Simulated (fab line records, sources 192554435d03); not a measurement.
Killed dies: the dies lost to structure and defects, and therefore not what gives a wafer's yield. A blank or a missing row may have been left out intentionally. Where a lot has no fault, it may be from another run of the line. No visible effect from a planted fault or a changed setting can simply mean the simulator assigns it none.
fab line records + flow n5_finfet
[record]
- lots = 4
- wafers = 12
- last_day = 16
route steps=1938 shown WELL_APT@46 PMOS_HMC_CHANNEL_EPI@57 SD_EPI_N@284 BEOL_M4@1111 PASSIVATION@1936
lots that met no fault: from a run of the same line without faults
start_h: hours from the record's first day to the start of the lot's first wafer shown + wait_h: how many hours have passed since the lot's step before this one + " repeats the value in the row above + L1.1+2: one row covering several wafers at once + - no value, or no start given + * or withheld: withheld + < > ~ a bound
route shown NAME@n: NAME is a module with steps in the file, n the number in the route of the first one + usual: average and standard deviation across the fault-free wafers + same: alike in all rows + chamber/n: place in a boat + sites: each site's reading + _std_site: their standard deviation + _edge_site: mean of outer sites minus mean of inner sites + radius_mm: how far each site lies from the wafer's centre + mask NAME#n: copy n + behind: tool/chamber where the wafer was last shaped + hold: why the lot went on hold/how many hours it stayed there/how the hold came to an end + device: names the non-switching transistor (n, p or np) + end of line: the tests these same wafers got at the end of their route + a step with no rows: only its recipe + killed: at the first sort, the dies lost to defects and structure; wafer yield is something else + map: dies across one wafer; x = killed, . = not, _ = none there
set.NAME: the setting the step ran with; set.NAME@STEP: the setting that earlier step ran with + model.NAME: the simulator's own value behind a step, which no gauge read
lots at some steps of the route; a table a step, a row a wafer
services: from which hour (start_h, from the record's first day; less than 0 if before it) a tool's chamber was out of use, for how many hours, and why
[[steps]]
[step N5_WELL_APT_DESCUM_30]
[recipe]
- chemistry = O2
- time_s = 7.9
- source_power_w = 50
- bias_power_w = 20
- pressure_mtorr = 20
- rf_frequency_hz = 2.712e+07
- temp_c = 40
- o2_flow_sccm = 225
[step N5_WELL_APT_IMPLANT_31]
[recipe]
- species = B
- energy_kev = 60
- dose_cm2 = 1.5e+13
- tilt_deg = 0
- rotation_deg = 0
[step N5_WELL_APT_IMPLANT_32]
[recipe]
- species = BF2
- energy_kev = 50
- dose_cm2 = 2e+13
- tilt_deg = 0
- rotation_deg = 0
[step N5_WELL_APT_STRIP_33]
[recipe]
- chemistry = SPM
- time_s = 900
- temp_c = 130
- h2so4_h2o2_vol_ratio = 4
- dry = ipa_marangoni
[step N5_WELL_APT_RTA_34]
[recipe]
- temp_c = 1000
- time_s = 10
- ambient = N2
- idle_temp_c = 600
- ramp_up_c_per_s = 150
- ramp_down_c_per_s = 60
- cool_to_c = 600
[step N5_WELL_APT_OXIDE_STRIP_42]
[recipe]
- chemistry = dHF
- dilution = 25:1
- time_s = 45
- temp_c = 25
- target = SiO2
- target_depth_a = 120
[step N5_WELL_APT_PRECLEAN_36]
[recipe]
- chemistry = O3/DIW
- time_s = 45
- temp_c = 22
- o3_ppm = 10
[step N5_WELL_APT_PRECLEAN_39]
[recipe]
- chemistry = dHF
- time_s = 60
- dilution = 150:1
- temp_c = 25
[step N5_WELL_APT_SRD_37]
[recipe]
- dry = ipa_marangoni
- do_ppb = 5
- time_s = 30
- temp_c = 23
- rinse_liquid = diw
[step N5_WELL_APT_EPI_41]
[recipe]
- material = Si
- target_thk_a = 500
- temp_c = 650
- precursor = SiH4/H2
- pressure_torr = 20
- time_s = 297.7
[usual]
- susceptor_temp_C = 650.00/0.29
- throttle_valve_pct = 11.5/0.32
| lot.wafer | tool         | chamber | start_h | wait_h | susceptor_temp_C | throttle_valve_pct | model.Si_of_WELL_APT_EPI_41.thk_nm |
|-----------|--------------|---------|---------|--------|------------------|--------------------|------------------------------------|
| L495.1    | epi_rpcvd-01 | 0       | 70.01   | 0.0    | 650.85           | 11.9               | 49.09                              |
| L495.2    | "            | 0       | "       | "      | 650.24           | 11.9               | 49.7                               |
| L495.5    | "            | 0       | "       | "      | 650.14           | 11.9               | 49.41                              |
| L496.2    | epi_rpcvd-01 | 0       | 75.93   | 0.2    | 650.12           | 11.7               | 47.62                              |
| L496.5    | "            | 0       | "       | "      | 650.09           | 12.0               | 50.18                              |
| L496.6    | "            | 0       | "       | "      | 649.76           | 11.7               | 50.21                              |
| L499.1    | epi_rpcvd-01 | 0       | 94.52   | 0.0    | 650.16           | 12.0               | 49.51                              |
| L499.3    | "            | 0       | "       | "      | 649.85           | 11.6               | 49.4                               |
| L499.4    | "            | 0       | "       | "      | 650.13           | 11.8               | 46.44                              |
| L504.2    | epi_rpcvd-02 | 0       | 123.91  | 0.1    | 649.98           | 11.6               | 50.22                              |
| L504.5    | "            | 0       | "       | "      | 649.85           | 11.9               | 49.98                              |
| L504.6    | "            | 0       | "       | "      | 649.62           | 11.8               | 49.88                              |
[step N5_PMOS_HMC_CHANNEL_EPI_HM_DEP_34]
[recipe]
- material = SiO2
- target_thk_a = 360
- temp_c = 400
- precursor = TEOS/O2
- pressure_torr = 6.5
- rf_w = 900
- teos_flow_sccm = 161.4
- gas = O2
- flow_sccm = 2650
- time_s = 6.9
[step N5_PMOS_HMC_CHANNEL_EPI_COAT_31]
[recipe]
- resist = BARC
- temp_c = 205
- time_s = 60
- spin_rpm = 1500
- resist_thk_nm = 66
[step N5_PMOS_HMC_CHANNEL_EPI_COAT_03]
[recipe]
- resist = CAR-ArF-block
- spin_rpm = 1500
- resist_thk_nm = 205
[step N5_PMOS_HMC_CHANNEL_EPI_EBR_05]
[recipe]
- solvent = PGMEA
- ebr_width_mm = 1.5
[step N5_PMOS_HMC_CHANNEL_EPI_SOFTBAKE_04]
[recipe]
- temp_c = 110
- time_s = 60
- resist = CAR-ArF-block
[step N5_PMOS_HMC_CHANNEL_EPI_EXPOSE_06]
[recipe]
- mask_id = PMOS_HMC_BLK
- na = 1.35
- source_shape = conventional
- sigma_outer = 0.8
- polarization = unpolarized
- target_cd_nm = 240
- dose_mj = 41
[step N5_PMOS_HMC_CHANNEL_EPI_PEB_07]
[recipe]
- peb_temp_c = 110
- peb_time_s = 60
- resist = CAR-ArF-block
[step N5_PMOS_HMC_CHANNEL_EPI_DEVELOP_08]
[recipe]
- develop_time_s = 30
- developer = TMAH
- resist = CAR-ArF-block
- dev_temp_c = 23
- rinse_liquid = diw
- dry = air_spin
[step N5_PMOS_HMC_CHANNEL_EPI_DESCUM_14]
[recipe]
- chemistry = O2
- time_s = 7.9
- source_power_w = 50
- bias_power_w = 20
- pressure_mtorr = 20
- rf_frequency_hz = 2.712e+07
- temp_c = 40
- resist = CAR-ArF-block
- o2_flow_sccm = 225
[step N5_PMOS_HMC_CHANNEL_EPI_ETCH_32]
[recipe]
- chemistry = N2/H2
- target = BARC
- stop_on = SiO2
- target_depth_a = 858
- over_etch_frac = 0.3
- time_s = 50.3
- ion_energy_ev = 200
- mask_material = CAR-ArF-block
- pressure_mtorr = 30
- source_w = 840
- bias_w = 150
- n2_flow_sccm = 200
- h2_flow_sccm = 200
[step N5_PMOS_HMC_CHANNEL_EPI_HM_OPEN_15]
[recipe]
- chemistry = CHF3/O2
- target = SiO2
- mask_material = CAR-ArF-block
- target_depth_a = 406
- CHF3_flow_sccm = 50
- O2_flow_sccm = 5
- Ar_flow_sccm = 200
- time_s = 20.3
- pressure_mtorr = 30
- source_w = 650
- bias_w = 170
- ion_energy_ev = 200
[step N5_PMOS_HMC_CHANNEL_EPI_STRIP_33]
[recipe]
- chemistry = N2/H2
- power_w = 500
- temp_c = 40
- pressure_mtorr = 50
- rf_frequency_hz = 6e+07
- overash_fraction = 0.3
- bias_power_w = 8
- h2_frac = 0.5
- n2_flow_sccm = 300
- h2_flow_sccm = 300
[step N5_PMOS_HMC_CHANNEL_EPI_STRIP_17]
[recipe]
- chemistry = SPM
- time_s = 750
- temp_c = 130
- h2so4_h2o2_vol_ratio = 4
- dry = ipa_marangoni
[step N5_PMOS_HMC_CHANNEL_EPI_ETCH_38]
[recipe]
- chemistry = CF4
- target = SiO2
- target_depth_a = 15
- ion_energy_ev = 350
- pressure_mtorr = 10
- icp_w = 800
- bias_w = 400
- cf4_flow_sccm = 80
[step N5_PMOS_HMC_CHANNEL_EPI_FIN_RECESS_16]
[recipe]
- chemistry = HBr/Cl2
- target = Si
- mask_material = SiO2
- target_depth_a = 540
- time_s = 18
- pressure_mtorr = 10
- icp_w = 800
- bias_w = 75
- HBr_flow_sccm = 150
- Cl2_flow_sccm = 80
[step N5_PMOS_HMC_CHANNEL_EPI_PRECLEAN_36]
[recipe]
- chemistry = O3/DIW
- time_s = 45
- temp_c = 22
- o3_ppm = 10
[step N5_PMOS_HMC_CHANNEL_EPI_PRECLEAN_18]
[recipe]
- chemistry = DHF
- time_s = 30
- temp_c = 25
- dilution = withheld
[step N5_PMOS_HMC_CHANNEL_EPI_SRD_19]
[recipe]
- dry = ipa_marangoni
- do_ppb = 5
- time_s = 30
- temp_c = 23
- rinse_liquid = diw
[step N5_PMOS_HMC_CHANNEL_EPI_EPI_20]
[recipe]
- material = SiGe30
- mask_material = SiO2
- pressure_torr = 20
- target_thk_a = 590
- temp_c = 600
[step N5_PMOS_HMC_CHANNEL_EPI_HM_STRIP_35]
[recipe]
- chemistry = dHF
- temp_c = 25
- material = SiO2
- target = SiO2
- target_depth_a = 396
- time_s = 216
[step N5_PMOS_HMC_CHANNEL_EPI_SRD_39]
[recipe]
- dry = ipa_marangoni
- time_s = 30
- temp_c = 23
- rinse_liquid = diw
[step N5_PMOS_HMC_CHANNEL_EPI_CMP_21]
[recipe]
- material = SiGe30
- post_cmp_clean = alkaline_brush
- target_thk_nm = 54
[step N5_PMOS_HMC_CHANNEL_EPI_PRECLEAN_40]
[recipe]
- chemistry = DHF
- time_s = 30
- temp_c = 25
- dilution = withheld
[step N5_PMOS_HMC_CHANNEL_EPI_PRECLEAN_37]
[recipe]
- chemistry = O3/DIW
- time_s = 45
- temp_c = 22
- o3_ppm = 10
[step N5_SD_EPI_N_STRIP_18]
[recipe]
- chemistry = SPM
- time_s = 750
- temp_c = 130
- h2so4_h2o2_vol_ratio = 4
[usual]
- bath_heat_duty_pct = 14.9/1.7
[same]
- time_s = 750
| lot.wafer | tool         | chamber | start_h | wait_h | bath_heat_duty_pct | model.Si_of_WELL_APT_EPI_41.thk_nm |
|-----------|--------------|---------|---------|--------|--------------------|------------------------------------|
| L495.1    | wet_bench-01 | 1       | 103.92  | 0.0    | 14.3               | 6.6                                |
| L495.2    | "            | 2       | "       | "      | 12.8               | 6.8                                |
| L495.5    | "            | 4       | "       | "      | 20.2               | 5.4                                |
| L496.2    | wet_bench-05 | 7       | 110.11  | 0.0    | 16.3               | 5.6                                |
| L496.5    | "            | 1       | "       | "      | 16.9               | 8                                  |
| L496.6    | "            | 0       | "       | "      | 15.0               | 7.4                                |
| L499.1    | wet_bench-01 | 6       | 128.60  | 0.0    | 16.2               | 7.4                                |
| L499.3    | "            | 7       | "       | "      | 14.9               | 6.2                                |
| L499.4    | "            | 5       | "       | "      | 13.9               | 5.2                                |
| L504.2    | wet_bench-05 | 1       | 157.55  | 0.0    | 16.5               | 8.2                                |
| L504.5    | "            | 2       | "       | "      | 14.8               | 6.8                                |
| L504.6    | "            | 6       | "       | "      | 14.1               | 9.2                                |
[step N5_BEOL_M4_RC_MEAS_101]
[usual]
- DIBL_N = 36.6/2.3
- DIBL_P = 36.3/2.8
- IOFF_N = 0.17/0.047
- IOFF_P = 0.22/0.048
- ION_N = 676/14
- ION_P = 463/9.4
- SS_N = 71.6/0.84
- SS_P = 73.4/0.85
- VT_N = 249/3.7
- VT_P = -249/3.6
| lot.wafer | tool      | chamber | start_h | wait_h | DIBL_N[mV/V] | DIBL_P[mV/V] | IOFF_N[nA/um] | IOFF_P[nA/um] | ION_N[uA/um] | ION_P[uA/um] | SS_N[mV/dec] | SS_P[mV/dec] | VT_N[mV] | VT_P[mV] |
|-----------|-----------|---------|---------|--------|--------------|--------------|---------------|---------------|--------------|--------------|--------------|--------------|----------|----------|
| L495.1    | prober-01 | 0       | 220.53  | 0.0    | 30.7         | 29.7         | 0.09          | 0.16          | 660          | 464          | 69.3         | 71.8         | 256      | -251     |
| L495.2    | "         | 0       | "       | "      | 38.0         | 38.6         | 0.21          | 0.30          | 691          | 477          | 72.2         | 74.2         | 247      | -241     |
| L495.5    | "         | 0       | "       | "      | 31.2         | 30.3         | 0.10          | 0.16          | 669          | 463          | 71.0         | 71.8         | 255      | -248     |
| L496.2    | prober-01 | 0       | 228.60  | 0.2    | 35.7         | 35.6         | 0.13          | 0.18          | 654          | 453          | 71.4         | 73.1         | 252      | -253     |
| L496.5    | "         | 0       | "       | "      | 36.7         | 36.9         | 0.15          | 0.21          | 682          | 471          | 71.1         | 73.7         | 253      | -248     |
| L496.6    | "         | 0       | "       | "      | 33.8         | 32.8         | 0.11          | 0.15          | 678          | 463          | 70.8         | 72.3         | 252      | -252     |
| L499.1    | prober-01 | 0       | 243.52  | 0.0    | 36.0         | 35.1         | 0.15          | 0.20          | 676          | 462          | 71.3         | 73.4         | 250      | -252     |
| L499.3    | "         | 0       | "       | "      | 41.3         | 41.1         | 0.26          | 0.30          | 685          | 468          | 72.4         | 74.3         | 244      | -248     |
| L499.4    | "         | 0       | "       | "      | 38.8         | 39.0         | 0.18          | 0.26          | 667          | 463          | 71.6         | 74.1         | 249      | -247     |
| L504.2    | prober-01 | 0       | 273.75  | 0.2    | 35.6         | 35.7         | 0.15          | 0.19          | 683          | 470          | 70.3         | 72.3         | 249      | -249     |
| L504.5    | "         | 0       | "       | "      | 31.4         | 29.1         | 0.09          | 0.12          | 656          | 457          | 70.5         | 71.5         | 257      | -256     |
| L504.6    | "         | 0       | "       | "      | 37.2         | 38.0         | 0.16          | 0.24          | 662          | 450          | 71.8         | 73.5         | 249      | -250     |
[step N5_PASSIVATION_PROBE_49]
[usual]
- defect_limited_yield = 91.5/1.5
- killed_at_M0_to_M3 = 33/9.9
- killed_at_M4_up = 14/5.2
- killed_at_contacts = 11/5.2
- killed_at_front_end = 38/10
- killed_at_other = 4/3.5
- killed_dies = 100/18
- killed_on_rim = 13/4.1
- killed_open = 66/14
- killed_short = 32/6.9
- sort_bin_5_function = 5.0/1
- sort_bin_6_memory = 3.1/0.69
- sort_bin_8_speed = 0.03/0.26
- sort_n_pass = 1080/18
- sort_yield_pct = 91.5/1.5
[same]
- gross_dies = 1180
- killed_at_back_side = 0
- sort_bin_4_leakage[%] = 0
| lot.wafer | tool      | chamber | start_h | wait_h | defect_limited_yield[%] | killed_at_M0_to_M3 | killed_at_M4_up | killed_at_contacts | killed_at_front_end | killed_at_other | killed_dies | killed_on_rim | killed_open | killed_short | sort_bin_5_function[%] | sort_bin_6_memory[%] | sort_bin_8_speed[%] | sort_n_pass | sort_yield_pct[%] |
|-----------|-----------|---------|---------|--------|-------------------------|--------------------|-----------------|--------------------|---------------------|-----------------|-------------|---------------|-------------|--------------|------------------------|----------------------|---------------------|-------------|-------------------|
| L496.2    | prober-01 | -       | 347.09  | 0.1    | 90.3                    | 47                 | 13              | 23                 | 32                  | 0               | 115         | 13            | 77          | 38           | 5.3                    | 4.0                  | 0                   | 1065        | 90.3              |
| L496.5    | prober-01 | -       | 347.24  | 0.2    | 90.5                    | 26                 | 18              | 17                 | 50                  | 1               | 112         | 15            | 69          | 40           | 6.0                    | 2.8                  | 0                   | 1068        | 90.5              |
| L496.6    | prober-01 | -       | 347.29  | 0.3    | 86.7                    | 60                 | 17              | 14                 | 62                  | 4               | 157         | 23            | 106         | 49           | 8.9                    | 4.0                  | 0                   | 1023        | 86.7              |
| L499.1    | prober-02 | -       | 351.64  | 0.0    | 92.9                    | 34                 | 19              | 5                  | 25                  | 1               | 84          | 13            | 50          | 33           | 4.9                    | 2.0                  | 0                   | 1096        | 92.9              |
| L504.2    | prober-01 | -       | 387.19  | 0.1    | 95.2                    | 17                 | 7               | 4                  | 27                  | 2               | 57          | 5             | 33          | 21           | 3.1                    | 1.4                  | 0                   | 1123        | 95.2              |
| L504.5    | prober-01 | -       | 387.34  | 0.2    | 92.0                    | 22                 | 16              | 9                  | 46                  | 1               | 94          | 12            | 52          | 38           | 4.0                    | 3.5                  | 0                   | 1086        | 92.0              |
| L504.6    | prober-01 | -       | 387.39  | 0.3    | 91.5                    | 28                 | 20              | 6                  | 39                  | 7               | 100         | 13            | 65          | 27           | 4.8                    | 2.9                  | 0                   | 1080        | 91.5              |
// killed by level:class
L496.2 MOL_CONTACT_COAG:geometric_particle:open=19 BEOL_M0_SAQP:geometric_particle:short=15 BEOL_M0_SAQP:geometric_particle:open=11 BEOL_M3:geometric_particle:open=10 BEOL_M4:geometric_particle:open=6 GATE_CUT:geometric_particle:open=5 DUMMY_GATE:geometric_particle:open=4 GATE_CUT:geometric_particle:short=4
L496.5 MOL_CONTACT_COAG:geometric_particle:open=12 STI_FIN_REVEAL:geometric_particle:open=10 GATE_CUT:geometric_particle:short=9 DUMMY_GATE:geometric_particle:open=7 BEOL_M4:geometric_particle:open=7 BEOL_M0_SAQP:geometric_particle:short=6 BEOL_M1:geometric_particle:open=6 FIN_SAQP:geometric_particle:short=5
L496.6 BEOL_M0_SAQP:geometric_particle:open=27 FIN_SAQP:geometric_particle:open=16 STI_FIN_REVEAL:geometric_particle:open=14 BEOL_M0_SAQP:geometric_particle:short=14 MOL_CONTACT_COAG:geometric_particle:open=11 FIN_SAQP:geometric_particle:short=8 GATE_CUT:geometric_particle:short=8 BEOL_M1:geometric_particle:open=8
L499.1 BEOL_M0_SAQP:geometric_particle:short=10 BEOL_M2:geometric_particle:open=9 BEOL_M4:geometric_particle:open=7 BEOL_M1:geometric_particle:open=7 FIN_SAQP:geometric_particle:short=6 MOL_CONTACT_COAG:geometric_particle:open=5 ILD0:geometric_particle:open=4 BEOL_M8:geometric_particle:open=4
L504.2 BEOL_M2:geometric_particle:open=8 GATE_CUT:geometric_particle:short=6 FIN_SAQP:geometric_particle:short=5 FIN_SAQP:geometric_particle:open=4 DUMMY_GATE:geometric_particle:open=3 GATE_CUT:geometric_particle:open=3 MOL_CONTACT_COAG:geometric_particle:open=3 BEOL_M0_SAQP:geometric_particle:short=3
L504.5 FIN_SAQP:geometric_particle:short=10 BEOL_M1:geometric_particle:open=8 GATE_CUT:geometric_particle:short=7 MOL_CONTACT_COAG:geometric_particle:open=5 BEOL_M2:geometric_particle:open=5 BEOL_M4:geometric_particle:open=5 STARTING-WAFER:geometric_particle:open=5 GATE_CUT:geometric_particle:open=4
L504.6 BEOL_M2:geometric_particle:open=10 STI_FIN_REVEAL:geometric_particle:open=9 BEOL_M0_SAQP:geometric_particle:short=6 BEOL_M1:geometric_particle:open=5 MIM_TOP_ETCH:geometric_particle:open=4 DUMMY_GATE:geometric_particle:open=4 GATE_CUT:geometric_particle:short=4 MOL_CONTACT_COAG:geometric_particle:open=4
[[services]]
| tool         | chamber | start_h | hours | kind   |
|--------------|---------|---------|-------|--------|
| wet_bench-05 | -       | 107.12  | 0.9   | repair |
[[key]]
first_sign none at tools or gauges
[model_effect]
- step = N5_WELL_APT_EPI_41
- value = Si_of_WELL_APT_EPI_41.thk_nm
- without = 49.92
- struck = 47.03
[model_effect]
- step = N5_SD_EPI_N_STRIP_18
- value = Si_of_WELL_APT_EPI_41.thk_nm
- without = 8.2
- struck = 5.4
met_at N5_WELL_APT_EPI_41
struck_wafers L496.2,L499.4
[baseline_loss]
- step = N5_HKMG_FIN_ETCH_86
- wafers = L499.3
onset_between 70.01 75.93
[fault]
- kind = process_parameter_drift
- tool = epi_rpcvd-01
- chamber = -
- onset_h = 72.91
- steps = N5_WELL_APT_EPI_41
- channel = target_thk_a
- offset = *
- shape = step
- end_h = 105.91
- scope = struck_wafers_only
- acts_in = *
- stated = *
// baseline_loss: these wafers lose ten dies or more at that step, a loss of the line's own and not of a fault; the sort's usual values leave them out
